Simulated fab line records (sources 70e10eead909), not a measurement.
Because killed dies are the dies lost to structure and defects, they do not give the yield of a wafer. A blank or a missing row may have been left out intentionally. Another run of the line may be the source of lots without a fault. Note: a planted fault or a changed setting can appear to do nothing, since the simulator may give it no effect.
Chamber matching :: flow nand harc :: pecvd-01 running NHARC_A_M0_PRE_CLEAN_31: 3 sister chambers
The step time 12 s. 3 wafers are shown with their chamber, then 8 later ones without.

WAFERS, EACH WITH ITS CHAMBER
wafer: L078.4
chamber: 2
heater power w (W): 553

wafer: L081.4
chamber: 0
heater power w (W): 751

wafer: L093.2
chamber: 1
heater power w (W): 687

WAFERS WITHOUT THEIR CHAMBER
wafer: L093.3
heater power w (W): 534

wafer: L093.4
heater power w (W): 677

wafer: L094.4
heater power w (W): 680

wafer: L094.5
heater power w (W): 552

wafer: L094.6
heater power w (W): 653

wafer: L095.2
heater power w (W): 462

wafer: L095.4
heater power w (W): 804

wafer: L095.5
heater power w (W): 651

EACH ONE'S CHAMBER
wafer: L093.3
from the rows above: 2
in truth: 2

wafer: L093.4
from the rows above: can't be placed: 1 or 0
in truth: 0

wafer: L094.4
from the rows above: can't be placed: 1 or 0
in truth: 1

wafer: L094.5
from the rows above: 2
in truth: 2

wafer: L094.6
from the rows above: can't be placed: 1 or 0 or 2
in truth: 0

wafer: L095.2
from the rows above: 2
in truth: 2

wafer: L095.4
from the rows above: can't be placed: 0 or 1
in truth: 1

wafer: L095.5
from the rows above: can't be placed: 1 or 2 or 0
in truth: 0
Correctly placed: 3 of 8. Cannot be placed on the basis of these rows: 5; the candidates contain the true chamber in 5. Wrongly placed: 0.
How it was worked out, from the rows above alone: a wafer's distance from a chamber is the root of the sum, over the readings, of the square of ((its reading less the chamber's mean) divided by the reading's scatter). The wafer belongs to the nearest chamber; if the next one is less than 2 further off, it can't be placed. Each chamber's mean is taken over the wafers shown for it. The scatter: root of mean squared gap, hidden wafer to nearest shown wafer, with one shown wafer a chamber.
